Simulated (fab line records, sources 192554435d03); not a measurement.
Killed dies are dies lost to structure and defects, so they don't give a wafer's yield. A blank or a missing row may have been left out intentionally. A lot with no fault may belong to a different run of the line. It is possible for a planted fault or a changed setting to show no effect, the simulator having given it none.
Which of the tools did it?    flow n5Finfet    10 lots with 29 wafers sampled at 5 steps, on a route of 1938 steps

WHAT THE GAUGES SHOWED, per wafer
N5_BEOL_M4_INSPECT_59: inspects for defects (darkfield).
lot   measured      on                rawDefectCount
L573  day 8 14:49   defectInspect-01  108 79 90
L576  day 8 21:32   defectInspect-01  55 88 99
L577  day 9 07:24   defectInspect-01  78 84 70
L579  day 9 09:37   defectInspect-02  108 71 81
L580  day 10 07:17  defectInspect-02  56 51 52
L581  day 10 10:52  defectInspect-01  114 76 105
L582  day 10 13:24  defectInspect-01  88 83 69
L583  day 10 13:50  defectInspect-01  40 109 88
L585  day 11 17:08  defectInspect-02  57 91 53
L586  day 11 19:14  defectInspect-02  76 69

N5_BEOL_M4_RC_MEAS_101.
lot   measured      on         CJ_N            DIBL_N (mV/V)   DIBL_P (mV/V)   IOFF_N (nA/um)  IOFF_P (nA/um)  ION_N (uA/um)  ION_P (uA/um)  SS_N (mV/dec)   SS_P (mV/dec)   VT_N (mV)    VT_P (mV)
L573  day 8 14:59   prober-02  4.35 4.35 4.35  31.8 33.0 34.4  34.0 34.7 37.4  0.12 0.13 0.16  0.17 0.17 0.20  671 659 675    462 450 461    71.2 70.6 70.9  72.4 72.4 73.5  252 254 250  -250.3 -253.8 -249.8
L576  day 8 21:33   prober-02  4.32 4.27 4.19  36.7 34.8 35.7  36.7 35.0 36.1  0.18 0.14 0.16  0.21 0.19 0.20  680 679 670    458 463 464    71.9 71.4 71.3  73.9 73.4 73.5  246 251 249  -251.4 -252.9 -251.7
L577  day 9 07:25   prober-01  4.45 4.38 4.34  40.0 40.9 35.9  39.5 41.1 34.9  0.23 0.25 0.14  0.28 0.32 0.19  695 679 657    472 457 451    72.2 72.4 71.0  74.4 74.7 73.1  246 245 251  -246.4 -248.5 -251.8
L579  day 9 09:58   prober-02  4.37 4.37 4.34  37.3 36.1 35.4  35.9 35.1 33.9  0.20 0.18 0.17  0.24 0.24 0.21  665 679 689    450 467 470    71.8 71.3 71.3  73.2 73.1 73.8  244 249 246  -250.3 -250.9 -248.8
L580  day 10 07:19  prober-01  4.36 4.26 4.30  36.5 38.1 37.2  35.9 39.1 37.3  0.14 0.18 0.16  0.19 0.24 0.21  661 683 671    453 469 459    72.5 72.6 72.4  72.6 73.7 73.2  251 249 249  -252.4 -247.1 -249.2
L581  day 10 11:02  prober-01  4.22 4.25 4.34  36.7 34.2 36.2  35.7 33.3 34.4  0.15 0.12 0.14  0.18 0.16 0.17  670 660 665    459 451 450    70.9 70.6 70.7  73.6 72.8 73.2  249 252 250  -253.0 -255.4 -252.7
L582  day 10 13:35  prober-02  4.26 4.24 4.21  37.6 36.0 33.6  38.5 36.5 33.9  0.18 0.15 0.11  0.23 0.19 0.16  675 680 664    461 461 451    72.6 71.7 70.6  74.5 73.3 72.6  248 249 255  -248.7 -250.3 -253.8
L583  day 10 13:52  prober-01  4.27 4.30 4.35  34.3 33.8 31.9  35.4 33.2 32.0  0.13 0.11 0.10  0.20 0.16 0.16  664 630 658    462 439 459    71.3 72.2 71.1  72.5 72.7 72.3  253 259 255  -249.4 -255.7 -251.8
L585  day 11 17:28  prober-01  4.23 4.39 3.93  38.3 39.4 37.3  36.8 37.8 37.5  0.19 0.24 0.18  0.25 0.27 0.27  684 693 672    464 465 462    71.7 72.8 71.8  74.4 74.5 74.3  245 243 249  -248.6 -247.5 -247.8
L586  day 11 19:43  prober-01  3.89 4.27       35.1 37.3       36.3 38.8       0.14 0.20       0.21 0.25       644 669        446 463        72.0 72.6       73.4 73.4       252 247      -249.7 -246.2

WHAT TOOL EACH LOT RAN ON (gives the tool, then ch and the chambers of the sampled wafers, and finally the start)
lot   N5_SD_EPI_N_SD_RECESS_17        N5_BEOL_M4_SPUTTER_90        N5_BEOL_M4_CMP_52
L573  rieSi-03 ch 2,3, day 3 02:57    pvdSputter-01, day 8 13:04   cmp-03 ch 1,2,3, day 8 14:18
L576  rieSi-02 ch 1,2,3, day 3 18:31  pvdSputter-01, day 8 19:47   cmp-03 ch 0,2, day 8 20:57
L577  rieSi-02 ch 0,1,2, day 4 01:23  pvdSputter-02, day 9 05:25   cmp-03 ch 1,2,3, day 9 06:48
L579  rieSi-02 ch 1,3, day 4 15:10    pvdSputter-02, day 9 07:37   cmp-03 ch 0,2,3, day 9 09:05
L580  rieSi-02 ch 2,3, day 4 19:21    pvdSputter-01, day 10 05:19  cmp-03 ch 1,2,3, day 10 06:47
L581  rieSi-02 ch 1,2, day 5 05:12    pvdSputter-02, day 10 08:52  cmp-03 ch 0,2,3, day 10 10:16
L582  rieSi-05 ch 0,1, day 5 10:03    pvdSputter-02, day 10 11:40  cmp-02 ch 0,2,3, day 10 12:53
L583  rieSi-05 ch 0,1, day 5 14:45    pvdSputter-03, day 10 12:01  cmp-04 ch 0,1,3, day 10 13:18
L585  rieSi-05 ch 1,2, day 6 02:40    pvdSputter-02, day 11 15:14  cmp-02 ch 0,1, day 11 16:35
L586  rieSi-05 ch 0,1, day 6 09:37    pvdSputter-01, day 11 17:27  cmp-04 ch 1, day 11 18:37
- N5_SD_EPI_N_SD_RECESS_17: chemistry HBr/Cl2/O2, target depth 41 nm, time 23.7 s, bt time 3 s.
- N5_BEOL_M4_SPUTTER_90: material Cu, target thk 4.5 nm, time 8.29 s.
- N5_BEOL_M4_CMP_52: polishes, stops on SiOC, t overpolish 6.8 s, target thk 40 nm.

AS READ BY THE TOOLS THEMSELVES (means over the sampled wafers that have a number; for cases with no such wafer, the mark the record gives instead)
N5_SD_EPI_N_SD_RECESS_17.
lot   tool      drypumpMotorCurrentA (A)  oes_o_777_au (a.u.)  oesProductAu (a.u.)  throttleValvePct (%)
L573  rieSi-03  5.8                       1.008                1.008                37.4
L576  rieSi-02  5.5                       0.985                0.991                37.0
L577  rieSi-02  5.8                       0.983                0.993                37.2
L579  rieSi-02  5.4                       0.994                0.996                36.9
L580  rieSi-02  5.4                       0.982                0.993                37.0
L581  rieSi-02  5.6                       0.994                0.992                37.1
L582  rieSi-05  5.5                       0.975                0.973                37.2
L583  rieSi-05  5.7                       0.988                0.986                37.4
L585  rieSi-05  5.6                       1.014                1.000                37.2
L586  rieSi-05  5.6                       0.982                0.980                37.3

N5_BEOL_M4_SPUTTER_90.
lot   tool           throttleValvePct (%)
L573  pvdSputter-01  29.4
L576  pvdSputter-01  30.1
L577  pvdSputter-02  29.3
L579  pvdSputter-02  30.1
L580  pvdSputter-01  29.3
L581  pvdSputter-02  29.9
L582  pvdSputter-02  30.0
L583  pvdSputter-03  30.8
L585  pvdSputter-02  29.5
L586  pvdSputter-01  29.1

N5_BEOL_M4_CMP_52.
lot   tool    barrierFieldEndpointS (s)  motorCurrentA (A)  overpolishRunS (s)  timeToEndpointS (s)
L573  cmp-03  24.4                       6.5                6.796               61.3
L576  cmp-03  25.0                       6.0                6.796               62.9
L577  cmp-03  24.6                       6.7                6.811               62.8
L579  cmp-03  24.8                       6.2                6.803               64.0
L580  cmp-03  24.3                       6.6                6.798               62.4
L581  cmp-03  25.0                       6.0                6.801               65.6
L582  cmp-02  25.0                       5.5                6.798               64.2
L583  cmp-04  25.2                       6.2                6.794               60.6
L585  cmp-02  24.5                       5.3                6.793               59.5
L586  cmp-04  24.8                       5.7                6.808               58.2

THE ANSWER, worked out from the rows above alone
Rule: the usual values come from the lots themselves. Put in order of their means at a reading, lots are off if they are a third of the lots or fewer, leave a main group of 4 or more, and stand apart from it by a gap of 3 or more times the standard deviation of the main group's means; of several such gaps the widest counts. A main group whose means are all the same, to the digits that the tables above print for the reading, isn't used. A lot without any number at a reading at which 4 lots or more have one is off too. The other lots that the step has rows for count as sound. First the gauges in route order, then the tools' own readings, where a lot's mean is used as printed above. The first step at which some lot is off is used, and at that step the reading that is off furthest; a lot without a number counts as furthest.
Nothing can be told from this: no lot is off at any reading shown.

WHAT WAS PUT IN BY THE SIMULATOR
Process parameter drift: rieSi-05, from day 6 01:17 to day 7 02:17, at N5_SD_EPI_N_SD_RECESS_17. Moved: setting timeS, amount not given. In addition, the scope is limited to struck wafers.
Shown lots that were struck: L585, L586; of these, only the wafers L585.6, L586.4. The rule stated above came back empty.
